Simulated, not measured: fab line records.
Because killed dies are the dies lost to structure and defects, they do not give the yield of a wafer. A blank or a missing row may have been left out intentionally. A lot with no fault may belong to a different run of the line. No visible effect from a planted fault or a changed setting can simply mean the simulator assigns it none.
The tool behind it: which one? / flow n5 finfet / 24 lots, 72 wafers sampled, at 6 steps of a route of 1938

## WHAT THE GAUGES SHOWED, per wafer
N5_BEOL_M0_CUTY_INSPECT_59: inspects for defects (macro). Usual: raw defect count reads 2.0 (standard deviation 1.4).
lot=L074; measured=day 5 17:54; on=defect inspect-01; raw defect count=2 2 1; flag=
lot=L075; measured=day 6 04:02; on=defect inspect-02; raw defect count=1 2 0; flag=
lot=L076; measured=day 6 12:50; on=defect inspect-01; raw defect count=3 1 5; flag=
lot=L077; measured=day 6 15:19; on=defect inspect-02; raw defect count=2 0 4; flag=
lot=L078; measured=day 6 17:53; on=defect inspect-01; raw defect count=1 1 0; flag=
lot=L079; measured=day 7 01:48; on=defect inspect-01; raw defect count=1 0 2; flag=
lot=L080; measured=day 7 05:08; on=defect inspect-01; raw defect count=0 3 3; flag=
lot=L081; measured=day 7 13:41; on=defect inspect-02; raw defect count=7 1 5; flag=
lot=L082; measured=day 7 18:38; on=defect inspect-02; raw defect count=0 4 2; flag=
lot=L083; measured=day 8 02:20; on=defect inspect-01; raw defect count=5 3 3; flag=
lot=L084; measured=day 8 07:26; on=defect inspect-02; raw defect count=1 0 3; flag=
lot=L085; measured=day 8 14:16; on=defect inspect-02; raw defect count=0 3 2; flag=
lot=L086; measured=day 8 20:44; on=defect inspect-01; raw defect count=1 5 3; flag=
lot=L087; measured=day 9 03:19; on=defect inspect-02; raw defect count=4 2 1; flag=
lot=L088; measured=day 9 08:07; on=defect inspect-01; raw defect count=1 1 4; flag=
lot=L089; measured=day 9 13:56; on=defect inspect-01; raw defect count=3 3 1; flag=
lot=L090; measured=day 9 17:38; on=defect inspect-01; raw defect count=1 2 1; flag=
lot=L091; measured=day 10 00:05; on=defect inspect-02; raw defect count=2 0 2; flag=
lot=L092; measured=day 10 03:50; on=defect inspect-02; raw defect count=5 2 2; flag=
lot=L093; measured=day 10 10:49; on=defect inspect-01; raw defect count=2 2 1; flag=
lot=L094; measured=day 10 16:53; on=defect inspect-02; raw defect count=1 0 0; flag=
lot=L095; measured=day 10 21:33; on=defect inspect-02; raw defect count=1 3 1; flag=
lot=L096; measured=day 11 06:16; on=defect inspect-01; raw defect count=3 1 2; flag=
lot=L097; measured=day 11 12:46; on=defect inspect-02; raw defect count=3 3 2; flag=

N5_BEOL_M0_INSPECT_127: inspects for defects (darkfield). Usual: raw defect count reads 66 (standard deviation 25).
lot=L074; measured=day 6 01:22; on=defect inspect-02; raw defect count=92 62 80; flag=
lot=L075; measured=day 6 11:57; on=defect inspect-01; raw defect count=65 70 62; flag=
lot=L076; measured=day 6 18:20; on=defect inspect-02; raw defect count=97 80 62; flag=
lot=L077; measured=day 6 22:58; on=defect inspect-01; raw defect count=70 54 63; flag=
lot=L078; measured=day 7 03:55; on=defect inspect-02; raw defect count=77 65 49; flag=
lot=L079; measured=day 7 08:55; on=defect inspect-01; raw defect count=115 120 143; flag=
lot=L080; measured=day 7 09:09; on=defect inspect-02; raw defect count=42 47 50; flag=
lot=L081; measured=day 7 20:47; on=defect inspect-02; raw defect count=39 89 45; flag=
lot=L082; measured=day 7 23:01; on=defect inspect-01; raw defect count=37 61 57; flag=
lot=L083; measured=day 8 09:19; on=defect inspect-02; raw defect count=78 82 94; flag=
lot=L084; measured=day 8 16:28; on=defect inspect-02; raw defect count=66 65 87; flag=
lot=L085; measured=day 8 23:08; on=defect inspect-01; raw defect count=70 59 117; flag=
lot=L086; measured=day 9 03:26; on=defect inspect-01; raw defect count=57 49 54; flag=
lot=L087; measured=day 9 07:05; on=defect inspect-02; raw defect count=57 52 67; flag=
lot=L088; measured=day 9 16:10; on=defect inspect-01; raw defect count=49 46 88; flag=
lot=L089; measured=day 9 20:40; on=defect inspect-01; raw defect count=43 36 38; flag=
lot=L090; measured=day 10 00:53; on=defect inspect-02; raw defect count=60 65 68; flag=
lot=L091; measured=day 10 08:31; on=defect inspect-02; raw defect count=48 58 75; flag=
lot=L092; measured=day 10 12:38; on=defect inspect-02; raw defect count=49 78 44; flag=
lot=L093; measured=day 10 19:17; on=defect inspect-01; raw defect count=85 62 55; flag=
lot=L094; measured=day 11 01:53; on=defect inspect-02; raw defect count=55 80 58; flag=
lot=L095; measured=day 11 09:33; on=defect inspect-02; raw defect count=94 62 98; flag=
lot=L096; measured=day 11 13:00; on=defect inspect-01; raw defect count=62 36 30; flag=
lot=L097; measured=day 11 18:15; on=defect inspect-01; raw defect count=47 59 42; flag=

## WHICH TOOL RAN EACH LOT (tool, then ch and the chambers of the sampled wafers, then the start)
lot=L074; N5_BEOL_M0_CUTY_ETCH_63=rie diel-02 ch 0,1,2, day 5 18:01; N5_BEOL_M0_HM_OPEN_105=rie metal-02 ch 0,1, day 5 19:27; N5_BEOL_M0_SPUTTER_141=pvd sputter-01, day 6 00:14; N5_BEOL_M0_DEP_125=pecvd-03 ch 0,1,2, day 6 01:16
lot=L075; N5_BEOL_M0_CUTY_ETCH_63=rie diel-06 ch 2,3, day 6 04:08; N5_BEOL_M0_HM_OPEN_105=rie metal-01 ch 0,1, day 6 07:06; N5_BEOL_M0_SPUTTER_141=pvd sputter-01, day 6 09:48; N5_BEOL_M0_DEP_125=pecvd-03 ch 1,2, day 6 11:52
lot=L076; N5_BEOL_M0_CUTY_ETCH_63=rie diel-03 ch 0,2,3, day 6 12:58; N5_BEOL_M0_HM_OPEN_105=rie metal-01 ch 0,1, day 6 13:19; N5_BEOL_M0_SPUTTER_141=pvd sputter-03, day 6 17:15; N5_BEOL_M0_DEP_125=pecvd-02 ch 0,1,2, day 6 18:14
lot=L077; N5_BEOL_M0_CUTY_ETCH_63=rie diel-02 ch 1,3, day 6 15:33; N5_BEOL_M0_HM_OPEN_105=rie metal-02 ch 0,1, day 6 19:53; N5_BEOL_M0_SPUTTER_141=pvd sputter-02, day 6 21:54; N5_BEOL_M0_DEP_125=pecvd-03 ch 1,2, day 6 22:53
lot=L078; N5_BEOL_M0_CUTY_ETCH_63=rie diel-02 ch 0,1, day 6 18:20; N5_BEOL_M0_HM_OPEN_105=rie metal-01 ch 0,1, day 7 00:26; N5_BEOL_M0_SPUTTER_141=pvd sputter-01, day 7 02:51; N5_BEOL_M0_DEP_125=pecvd-02 ch 1,2, day 7 03:50
lot=L079; N5_BEOL_M0_CUTY_ETCH_63=rie diel-06 ch 1,2,3, day 7 02:10; N5_BEOL_M0_HM_OPEN_105=rie metal-01 ch 0,1, day 7 05:17; N5_BEOL_M0_SPUTTER_141=pvd sputter-01, day 7 07:35; N5_BEOL_M0_DEP_125=pecvd-03 ch 1,2, day 7 08:50
lot=L080; N5_BEOL_M0_CUTY_ETCH_63=rie diel-06 ch 1,2, day 7 05:16; N5_BEOL_M0_HM_OPEN_105=rie metal-02 ch 0,1, day 7 05:43; N5_BEOL_M0_SPUTTER_141=pvd sputter-01, day 7 08:02; N5_BEOL_M0_DEP_125=pecvd-03 ch 1,2, day 7 09:04
lot=L081; N5_BEOL_M0_CUTY_ETCH_63=rie diel-03 ch 0,1,3, day 7 13:48; N5_BEOL_M0_HM_OPEN_105=rie metal-03 ch 1, day 7 16:15; N5_BEOL_M0_SPUTTER_141=pvd sputter-03, day 7 19:08; N5_BEOL_M0_DEP_125=pecvd-01 ch 0,2, day 7 20:41
lot=L082; N5_BEOL_M0_CUTY_ETCH_63=rie diel-03 ch 2,3, day 7 18:53; N5_BEOL_M0_HM_OPEN_105=rie metal-01 ch 0, day 7 19:08; N5_BEOL_M0_SPUTTER_141=pvd sputter-01, day 7 21:31; N5_BEOL_M0_DEP_125=pecvd-02 ch 0,1,2, day 7 22:56
lot=L083; N5_BEOL_M0_CUTY_ETCH_63=rie diel-03 ch 2,3, day 8 02:30; N5_BEOL_M0_HM_OPEN_105=rie metal-01 ch 0,1, day 8 05:44; N5_BEOL_M0_SPUTTER_141=pvd sputter-02, day 8 08:15; N5_BEOL_M0_DEP_125=pecvd-03 ch 0,1, day 8 09:14
lot=L084; N5_BEOL_M0_CUTY_ETCH_63=rie diel-02 ch 0,2, day 8 07:33; N5_BEOL_M0_HM_OPEN_105=rie metal-02 ch 0,1, day 8 12:04; N5_BEOL_M0_SPUTTER_141=pvd sputter-01, day 8 14:40; N5_BEOL_M0_DEP_125=pecvd-03 ch 1,2, day 8 16:22
lot=L085; N5_BEOL_M0_CUTY_ETCH_63=rie diel-02 ch 1,2,3, day 8 14:22; N5_BEOL_M0_HM_OPEN_105=rie metal-01 ch 0,1, day 8 17:40; N5_BEOL_M0_SPUTTER_141=pvd sputter-01, day 8 21:57; N5_BEOL_M0_DEP_125=pecvd-03 ch 0,1,2, day 8 23:03
lot=L086; N5_BEOL_M0_CUTY_ETCH_63=rie diel-03 ch 0,1,2, day 8 20:51; N5_BEOL_M0_HM_OPEN_105=rie metal-01 ch 0,1, day 8 21:26; N5_BEOL_M0_SPUTTER_141=pvd sputter-01, day 9 01:47; N5_BEOL_M0_DEP_125=pecvd-02 ch 0,2, day 9 03:20
lot=L087; N5_BEOL_M0_CUTY_ETCH_63=rie diel-02 ch 0,1,2, day 9 03:26; N5_BEOL_M0_HM_OPEN_105=rie metal-03 ch 0,1, day 9 03:44; N5_BEOL_M0_SPUTTER_141=pvd sputter-02, day 9 06:00; N5_BEOL_M0_DEP_125=pecvd-02 ch 1,2, day 9 06:59
lot=L088; N5_BEOL_M0_CUTY_ETCH_63=rie diel-06 ch 0,2,3, day 9 08:14; N5_BEOL_M0_HM_OPEN_105=rie metal-02 ch 0, day 9 12:26; N5_BEOL_M0_SPUTTER_141=pvd sputter-01, day 9 14:48; N5_BEOL_M0_DEP_125=pecvd-01 ch 0,1, day 9 16:04
lot=L089; N5_BEOL_M0_CUTY_ETCH_63=rie diel-03 ch 1,2,3, day 9 14:03; N5_BEOL_M0_HM_OPEN_105=rie metal-01 ch 0,1, day 9 16:00; N5_BEOL_M0_SPUTTER_141=pvd sputter-01, day 9 19:32; N5_BEOL_M0_DEP_125=pecvd-01 ch 0,1, day 9 20:33
lot=L090; N5_BEOL_M0_CUTY_ETCH_63=rie diel-03 ch 0,1,3, day 9 17:45; N5_BEOL_M0_HM_OPEN_105=rie metal-03 ch 0,1, day 9 20:43; N5_BEOL_M0_SPUTTER_141=pvd sputter-02, day 9 23:09; N5_BEOL_M0_DEP_125=pecvd-03 ch 0,2, day 10 00:47
lot=L091; N5_BEOL_M0_CUTY_ETCH_63=rie diel-06 ch 2,3, day 10 00:35; N5_BEOL_M0_HM_OPEN_105=rie metal-03 ch 0,1, day 10 03:42; N5_BEOL_M0_SPUTTER_141=pvd sputter-01, day 10 07:23; N5_BEOL_M0_DEP_125=pecvd-03 ch 0,2, day 10 08:26
lot=L092; N5_BEOL_M0_CUTY_ETCH_63=rie diel-06 ch 0,2,3, day 10 04:31; N5_BEOL_M0_HM_OPEN_105=rie metal-01 ch 0, day 10 06:57; N5_BEOL_M0_SPUTTER_141=pvd sputter-03, day 10 11:32; N5_BEOL_M0_DEP_125=pecvd-01 ch 1, day 10 12:32
lot=L093; N5_BEOL_M0_CUTY_ETCH_63=rie diel-02 ch 0,1,3, day 10 10:58; N5_BEOL_M0_HM_OPEN_105=rie metal-03 ch 0,1, day 10 14:47; N5_BEOL_M0_SPUTTER_141=pvd sputter-03, day 10 18:10; N5_BEOL_M0_DEP_125=pecvd-03 ch 0,2, day 10 19:11
lot=L094; N5_BEOL_M0_CUTY_ETCH_63=rie diel-02 ch 1,3, day 10 17:08; N5_BEOL_M0_HM_OPEN_105=rie metal-03 ch 0,1, day 10 20:04; N5_BEOL_M0_SPUTTER_141=pvd sputter-01, day 11 00:47; N5_BEOL_M0_DEP_125=pecvd-02 ch 2, day 11 01:47
lot=L095; N5_BEOL_M0_CUTY_ETCH_63=rie diel-06 ch 1,2,3, day 10 21:49; N5_BEOL_M0_HM_OPEN_105=rie metal-03 ch 0,1, day 11 04:29; N5_BEOL_M0_SPUTTER_141=pvd sputter-03, day 11 08:26; N5_BEOL_M0_DEP_125=pecvd-02 ch 0,1,2, day 11 09:28
lot=L096; N5_BEOL_M0_CUTY_ETCH_63=rie diel-03 ch 0,2, day 11 06:23; N5_BEOL_M0_HM_OPEN_105=rie metal-01 ch 0,1, day 11 07:35; N5_BEOL_M0_SPUTTER_141=pvd sputter-03, day 11 11:30; N5_BEOL_M0_DEP_125=pecvd-02 ch 0,2, day 11 12:55
lot=L097; N5_BEOL_M0_CUTY_ETCH_63=rie diel-02 ch 0,1,3, day 11 12:53; N5_BEOL_M0_HM_OPEN_105=rie metal-01 ch 0,1, day 11 14:28; N5_BEOL_M0_SPUTTER_141=pvd sputter-02, day 11 16:34; N5_BEOL_M0_DEP_125=pecvd-02 ch 1,2, day 11 18:09
- N5_BEOL_M0_CUTY_ETCH_63: etches SOC in N2/H2, target depth 82.7 nm, overetch 16.5 nm, time 124 s.
- N5_BEOL_M0_HM_OPEN_105: chemistry Cl2/BCl3, target TiN, target depth 12 nm.
- N5_BEOL_M0_SPUTTER_141: material Cu, target thk 4 nm, time 7.37 s.
- N5_BEOL_M0_DEP_125: deposits SiCN from 3MS/NH3, target thk 8 nm, time 14 s.

## AS READ BY THE TOOLS THEMSELVES (means over the sampled wafers that have a number; for cases with no such wafer, the mark the record gives instead)
N5_BEOL_M0_CUTY_ETCH_63. Usual: drypump motor current A 5.8 A, standard deviation 0.52; oes product au 0.61 a.u., standard deviation 0.063; rf vpp V 524.1 V, standard deviation 2.8; showerhead plenum p Torr 2.55 Torr, standard deviation 0.098; throttle valve pct 17.8 %, standard deviation 0.33.
lot=L074; tool=rie diel-02; drypump motor current A (A)=5.6; oes product au (a.u.)=0.59; rf vpp V (V)=522.1; showerhead plenum p Torr (Torr)=2.48; throttle valve pct (%)=17.8; flag=
lot=L075; tool=rie diel-06; drypump motor current A (A)=6.6; oes product au (a.u.)=0.58; rf vpp V (V)=526.9; showerhead plenum p Torr (Torr)=2.63; throttle valve pct (%)=17.9; flag=
lot=L076; tool=rie diel-03; drypump motor current A (A)=5.6; oes product au (a.u.)=0.58; rf vpp V (V)=520.8; showerhead plenum p Torr (Torr)=2.45; throttle valve pct (%)=17.8; flag=
lot=L077; tool=rie diel-02; drypump motor current A (A)=5.8; oes product au (a.u.)=0.60; rf vpp V (V)=522.3; showerhead plenum p Torr (Torr)=2.51; throttle valve pct (%)=18.0; flag=
lot=L078; tool=rie diel-02; drypump motor current A (A)=5.7; oes product au (a.u.)=0.67; rf vpp V (V)=525.3; showerhead plenum p Torr (Torr)=2.60; throttle valve pct (%)=17.8; flag=
lot=L079; tool=rie diel-06; drypump motor current A (A)=6.1; oes product au (a.u.)=0.58; rf vpp V (V)=525.7; showerhead plenum p Torr (Torr)=2.63; throttle valve pct (%)=17.9; flag=
lot=L080; tool=rie diel-06; drypump motor current A (A)=5.5; oes product au (a.u.)=0.57; rf vpp V (V)=525.9; showerhead plenum p Torr (Torr)=2.63; throttle valve pct (%)=17.8; flag=
lot=L081; tool=rie diel-03; drypump motor current A (A)=5.6; oes product au (a.u.)=0.59; rf vpp V (V)=523.1; showerhead plenum p Torr (Torr)=2.52; throttle valve pct (%)=18.0; flag=
lot=L082; tool=rie diel-03; drypump motor current A (A)=5.9; oes product au (a.u.)=0.57; rf vpp V (V)=520.3; showerhead plenum p Torr (Torr)=2.41; throttle valve pct (%)=17.7; flag=
lot=L083; tool=rie diel-03; drypump motor current A (A)=5.8; oes product au (a.u.)=0.59; rf vpp V (V)=521.1; showerhead plenum p Torr (Torr)=2.41; throttle valve pct (%)=17.8; flag=
lot=L084; tool=rie diel-02; drypump motor current A (A)=5.5; oes product au (a.u.)=0.63; rf vpp V (V)=525.1; showerhead plenum p Torr (Torr)=2.56; throttle valve pct (%)=17.6; flag=
lot=L085; tool=rie diel-02; drypump motor current A (A)=5.6; oes product au (a.u.)=0.58; rf vpp V (V)=522.8; showerhead plenum p Torr (Torr)=2.48; throttle valve pct (%)=17.9; flag=
lot=L086; tool=rie diel-03; drypump motor current A (A)=5.5; oes product au (a.u.)=0.67; rf vpp V (V)=523.5; showerhead plenum p Torr (Torr)=2.52; throttle valve pct (%)=17.9; flag=
lot=L087; tool=rie diel-02; drypump motor current A (A)=5.6; oes product au (a.u.)=0.64; rf vpp V (V)=524.5; showerhead plenum p Torr (Torr)=2.57; throttle valve pct (%)=17.8; flag=
lot=L088; tool=rie diel-06; drypump motor current A (A)=6.3; oes product au (a.u.)=0.57; rf vpp V (V)=526.3; showerhead plenum p Torr (Torr)=2.63; throttle valve pct (%)=18.0; flag=
lot=L089; tool=rie diel-03; drypump motor current A (A)=5.9; oes product au (a.u.)=0.59; rf vpp V (V)=522.0; showerhead plenum p Torr (Torr)=2.49; throttle valve pct (%)=18.0; flag=
lot=L090; tool=rie diel-03; drypump motor current A (A)=5.7; oes product au (a.u.)=0.64; rf vpp V (V)=523.2; showerhead plenum p Torr (Torr)=2.52; throttle valve pct (%)=17.8; flag=
lot=L091; tool=rie diel-06; drypump motor current A (A)=6.6; oes product au (a.u.)=0.57; rf vpp V (V)=526.5; showerhead plenum p Torr (Torr)=2.62; throttle valve pct (%)=18.0; flag=
lot=L092; tool=rie diel-06; drypump motor current A (A)=6.3; oes product au (a.u.)=0.57; rf vpp V (V)=525.8; showerhead plenum p Torr (Torr)=2.62; throttle valve pct (%)=18.0; flag=
lot=L093; tool=rie diel-02; drypump motor current A (A)=6.0; oes product au (a.u.)=0.63; rf vpp V (V)=524.1; showerhead plenum p Torr (Torr)=2.55; throttle valve pct (%)=17.7; flag=
lot=L094; tool=rie diel-02; drypump motor current A (A)=5.8; oes product au (a.u.)=0.58; rf vpp V (V)=522.7; showerhead plenum p Torr (Torr)=2.49; throttle valve pct (%)=18.1; flag=
lot=L095; tool=rie diel-06; drypump motor current A (A)=6.1; oes product au (a.u.)=0.56; rf vpp V (V)=525.8; showerhead plenum p Torr (Torr)=2.61; throttle valve pct (%)=17.9; flag=
lot=L096; tool=rie diel-03; drypump motor current A (A)=5.4; oes product au (a.u.)=0.63; rf vpp V (V)=521.5; showerhead plenum p Torr (Torr)=2.44; throttle valve pct (%)=17.7; flag=
lot=L097; tool=rie diel-02; drypump motor current A (A)=6.0; oes product au (a.u.)=0.63; rf vpp V (V)=523.3; showerhead plenum p Torr (Torr)=2.55; throttle valve pct (%)=17.7; flag=

N5_BEOL_M0_HM_OPEN_105. Usual: drypump motor current A 5.4 A, standard deviation 0.5; he backside leak sccm 3.43 sccm, standard deviation 0.21; oes product au 0.78 a.u., standard deviation 0.1; throttle valve pct 21.82 %, standard deviation 0.17.
lot=L074; tool=rie metal-02; drypump motor current A (A)=5.4; he backside leak sccm (sccm)=3.43; oes product au (a.u.)=0.73; throttle valve pct (%)=21.86; flag=
lot=L075; tool=rie metal-01; drypump motor current A (A)=5.4; he backside leak sccm (sccm)=3.63; oes product au (a.u.)=0.84; throttle valve pct (%)=21.67; flag=
lot=L076; tool=rie metal-01; drypump motor current A (A)=5.4; he backside leak sccm (sccm)=3.32; oes product au (a.u.)=0.84; throttle valve pct (%)=21.67; flag=
lot=L077; tool=rie metal-02; drypump motor current A (A)=5.9; he backside leak sccm (sccm)=3.37; oes product au (a.u.)=0.83; throttle valve pct (%)=21.92; flag=
lot=L078; tool=rie metal-01; drypump motor current A (A)=5.1; he backside leak sccm (sccm)=3.22; oes product au (a.u.)=0.86; throttle valve pct (%)=21.74; flag=
lot=L079; tool=rie metal-01; drypump motor current A (A)=5.5; he backside leak sccm (sccm)=3.50; oes product au (a.u.)=0.83; throttle valve pct (%)=21.67; flag=
lot=L080; tool=rie metal-02; drypump motor current A (A)=5.9; he backside leak sccm (sccm)=3.30; oes product au (a.u.)=0.81; throttle valve pct (%)=21.94; flag=
lot=L081; tool=rie metal-03; drypump motor current A (A)=6.0; he backside leak sccm (sccm)=3.35; oes product au (a.u.)=0.65; throttle valve pct (%)=21.78; flag=
lot=L082; tool=rie metal-01; drypump motor current A (A)=5.0; he backside leak sccm (sccm)=3.24; oes product au (a.u.)=0.87; throttle valve pct (%)=21.81; flag=
lot=L083; tool=rie metal-01; drypump motor current A (A)=5.4; he backside leak sccm (sccm)=3.37; oes product au (a.u.)=0.82; throttle valve pct (%)=21.68; flag=
lot=L084; tool=rie metal-02; drypump motor current A (A)=5.9; he backside leak sccm (sccm)=3.40; oes product au (a.u.)=0.80; throttle valve pct (%)=21.94; flag=
lot=L085; tool=rie metal-01; drypump motor current A (A)=5.2; he backside leak sccm (sccm)=3.31; oes product au (a.u.)=0.84; throttle valve pct (%)=21.75; flag=
lot=L086; tool=rie metal-01; drypump motor current A (A)=5.4; he backside leak sccm (sccm)=3.48; oes product au (a.u.)=0.82; throttle valve pct (%)=21.67; flag=
lot=L087; tool=rie metal-03; drypump motor current A (A)=5.4; he backside leak sccm (sccm)=3.34; oes product au (a.u.)=0.76; throttle valve pct (%)=22.03; flag=
lot=L088; tool=rie metal-02; drypump motor current A (A)=4.8; he backside leak sccm (sccm)=3.59; oes product au (a.u.)=0.61; throttle valve pct (%)=21.80; flag=
lot=L089; tool=rie metal-01; drypump motor current A (A)=5.2; he backside leak sccm (sccm)=3.50; oes product au (a.u.)=0.84; throttle valve pct (%)=21.75; flag=
lot=L090; tool=rie metal-03; drypump motor current A (A)=5.7; he backside leak sccm (sccm)=3.38; oes product au (a.u.)=0.70; throttle valve pct (%)=21.91; flag=
lot=L091; tool=rie metal-03; drypump motor current A (A)=5.4; he backside leak sccm (sccm)=3.47; oes product au (a.u.)=0.75; throttle valve pct (%)=22.05; flag=
lot=L092; tool=rie metal-01; drypump motor current A (A)=5.0; he backside leak sccm (sccm)=3.21; oes product au (a.u.)=0.85; throttle valve pct (%)=21.85; flag=
lot=L093; tool=rie metal-03; drypump motor current A (A)=5.5; he backside leak sccm (sccm)=3.32; oes product au (a.u.)=0.75; throttle valve pct (%)=22.03; flag=
lot=L094; tool=rie metal-03; drypump motor current A (A)=5.7; he backside leak sccm (sccm)=4.06; oes product au (a.u.)=0.70; throttle valve pct (%)=21.92; flag=
lot=L095; tool=rie metal-03; drypump motor current A (A)=5.4; he backside leak sccm (sccm)=3.49; oes product au (a.u.)=0.76; throttle valve pct (%)=22.04; flag=
lot=L096; tool=rie metal-01; drypump motor current A (A)=5.2; he backside leak sccm (sccm)=3.20; oes product au (a.u.)=0.83; throttle valve pct (%)=21.77; flag=
lot=L097; tool=rie metal-01; drypump motor current A (A)=5.2; he backside leak sccm (sccm)=3.40; oes product au (a.u.)=0.83; throttle valve pct (%)=21.76; flag=

N5_BEOL_M0_SPUTTER_141. Usual: chamber pressure pa 0.07003 Pa, standard deviation 0.00015; susceptor temp C -19.98 C, standard deviation 0.1; throttle valve pct 29.7 %, standard deviation 0.98.
lot=L074; tool=pvd sputter-01; chamber pressure pa (Pa)=0.07012; susceptor temp C (C)=-20.04; throttle valve pct (%)=29.0; flag=
lot=L075; tool=pvd sputter-01; chamber pressure pa (Pa)=0.06999; susceptor temp C (C)=-19.96; throttle valve pct (%)=29.5; flag=
lot=L076; tool=pvd sputter-03; chamber pressure pa (Pa)=0.07013; susceptor temp C (C)=-19.95; throttle valve pct (%)=30.1; flag=
lot=L077; tool=pvd sputter-02; chamber pressure pa (Pa)=0.07000; susceptor temp C (C)=-19.97; throttle valve pct (%)=29.3; flag=
lot=L078; tool=pvd sputter-01; chamber pressure pa (Pa)=0.06989; susceptor temp C (C)=-19.94; throttle valve pct (%)=29.7; flag=
lot=L079; tool=pvd sputter-01; chamber pressure pa (Pa)=0.06998; susceptor temp C (C)=-20.07; throttle valve pct (%)=30.4; flag=
lot=L080; tool=pvd sputter-01; chamber pressure pa (Pa)=0.07015; susceptor temp C (C)=-19.89; throttle valve pct (%)=29.7; flag=
lot=L081; tool=pvd sputter-03; chamber pressure pa (Pa)=0.06987; susceptor temp C (C)=-19.99; throttle valve pct (%)=29.6; flag=
lot=L082; tool=pvd sputter-01; chamber pressure pa (Pa)=0.07004; susceptor temp C (C)=-20.00; throttle valve pct (%)=29.7; flag=
lot=L083; tool=pvd sputter-02; chamber pressure pa (Pa)=0.06989; susceptor temp C (C)=-20.09; throttle valve pct (%)=29.5; flag=
lot=L084; tool=pvd sputter-01; chamber pressure pa (Pa)=0.07011; susceptor temp C (C)=-19.96; throttle valve pct (%)=30.6; flag=
lot=L085; tool=pvd sputter-01; chamber pressure pa (Pa)=0.07003; susceptor temp C (C)=-19.89; throttle valve pct (%)=28.9; flag=
lot=L086; tool=pvd sputter-01; chamber pressure pa (Pa)=0.06990; susceptor temp C (C)=-19.96; throttle valve pct (%)=29.2; flag=
lot=L087; tool=pvd sputter-02; chamber pressure pa (Pa)=0.06991; susceptor temp C (C)=-20.01; throttle valve pct (%)=29.8; flag=
lot=L088; tool=pvd sputter-01; chamber pressure pa (Pa)=0.07004; susceptor temp C (C)=-19.91; throttle valve pct (%)=30.9; flag=
lot=L089; tool=pvd sputter-01; chamber pressure pa (Pa)=0.06999; susceptor temp C (C)=-20.05; throttle valve pct (%)=29.0; flag=
lot=L090; tool=pvd sputter-02; chamber pressure pa (Pa)=0.07002; susceptor temp C (C)=-20.08; throttle valve pct (%)=29.5; flag=
lot=L091; tool=pvd sputter-01; chamber pressure pa (Pa)=0.06998; susceptor temp C (C)=-19.96; throttle valve pct (%)=29.6; flag=
lot=L092; tool=pvd sputter-03; chamber pressure pa (Pa)=0.07007; susceptor temp C (C)=-19.99; throttle valve pct (%)=29.3; flag=
lot=L093; tool=pvd sputter-03; chamber pressure pa (Pa)=0.07003; susceptor temp C (C)=-19.90; throttle valve pct (%)=30.9; flag=
lot=L094; tool=pvd sputter-01; chamber pressure pa (Pa)=0.07001; susceptor temp C (C)=-19.98; throttle valve pct (%)=30.1; flag=
lot=L095; tool=pvd sputter-03; chamber pressure pa (Pa)=0.06996; susceptor temp C (C)=-20.02; throttle valve pct (%)=30.2; flag=
lot=L096; tool=pvd sputter-03; chamber pressure pa (Pa)=0.07004; susceptor temp C (C)=-19.99; throttle valve pct (%)=30.1; flag=
lot=L097; tool=pvd sputter-02; chamber pressure pa (Pa)=0.07012; susceptor temp C (C)=-19.97; throttle valve pct (%)=29.3; flag=

N5_BEOL_M0_DEP_125. Usual: showerhead plenum p Torr 3.661 Torr, standard deviation 0.018; throttle valve pct 9.0 %, standard deviation 0.56.
lot=L074; tool=pecvd-03; showerhead plenum p Torr (Torr)=3.666; throttle valve pct (%)=8.6; flag=
lot=L075; tool=pecvd-03; showerhead plenum p Torr (Torr)=3.664; throttle valve pct (%)=8.1; flag=
lot=L076; tool=pecvd-02; showerhead plenum p Torr (Torr)=3.659; throttle valve pct (%)=9.2; flag=
lot=L077; tool=pecvd-03; showerhead plenum p Torr (Torr)=3.662; throttle valve pct (%)=8.4; flag=
lot=L078; tool=pecvd-02; showerhead plenum p Torr (Torr)=3.668; throttle valve pct (%)=9.1; flag=
lot=L079; tool=pecvd-03; showerhead plenum p Torr (Torr)=3.659; throttle valve pct (%)=8.4; flag=
lot=L080; tool=pecvd-03; showerhead plenum p Torr (Torr)=3.660; throttle valve pct (%)=8.4; flag=
lot=L081; tool=pecvd-01; showerhead plenum p Torr (Torr)=3.655; throttle valve pct (%)=9.3; flag=
lot=L082; tool=pecvd-02; showerhead plenum p Torr (Torr)=3.667; throttle valve pct (%)=9.1; flag=
lot=L083; tool=pecvd-03; showerhead plenum p Torr (Torr)=3.660; throttle valve pct (%)=9.3; flag=
lot=L084; tool=pecvd-03; showerhead plenum p Torr (Torr)=3.669; throttle valve pct (%)=8.3; flag=
lot=L085; tool=pecvd-03; showerhead plenum p Torr (Torr)=3.663; throttle valve pct (%)=8.8; flag=
lot=L086; tool=pecvd-02; showerhead plenum p Torr (Torr)=3.662; throttle valve pct (%)=9.4; flag=
lot=L087; tool=pecvd-02; showerhead plenum p Torr (Torr)=3.657; throttle valve pct (%)=9.0; flag=
lot=L088; tool=pecvd-01; showerhead plenum p Torr (Torr)=3.648; throttle valve pct (%)=8.9; flag=
lot=L089; tool=pecvd-01; showerhead plenum p Torr (Torr)=3.651; throttle valve pct (%)=9.1; flag=
lot=L090; tool=pecvd-03; showerhead plenum p Torr (Torr)=3.663; throttle valve pct (%)=9.1; flag=
lot=L091; tool=pecvd-03; showerhead plenum p Torr (Torr)=3.664; throttle valve pct (%)=9.1; flag=
lot=L092; tool=pecvd-01; showerhead plenum p Torr (Torr)=3.637; throttle valve pct (%)=8.5; flag=
lot=L093; tool=pecvd-03; showerhead plenum p Torr (Torr)=3.668; throttle valve pct (%)=9.2; flag=
lot=L094; tool=pecvd-02; showerhead plenum p Torr (Torr)=3.627; throttle valve pct (%)=9.2; flag=
lot=L095; tool=pecvd-02; showerhead plenum p Torr (Torr)=3.664; throttle valve pct (%)=9.1; flag=
lot=L096; tool=pecvd-02; showerhead plenum p Torr (Torr)=3.659; throttle valve pct (%)=9.4; flag=
lot=L097; tool=pecvd-02; showerhead plenum p Torr (Torr)=3.651; throttle valve pct (%)=9.1; flag=

## THE ANSWER, worked out from the rows above alone
Rule: take the mean of a lot's wafers that have a number; if it is more than 3 standard deviations from the usual mean, the lot is off. A lot without any number at a reading at which 4 lots or more have one is off too. Where the step has rows for the other lots, those lots are counted as sound. After the gauges, taken in route order, come the tools' own readings; for these a lot's mean is taken, as printed above. The first step at which some lot is off is used, and at that step the reading that is off furthest; a lot without a number counts as furthest.
No lot is off at any reading shown: from this, nothing can be told.

## WHAT THE SIMULATOR HAD PUT IN
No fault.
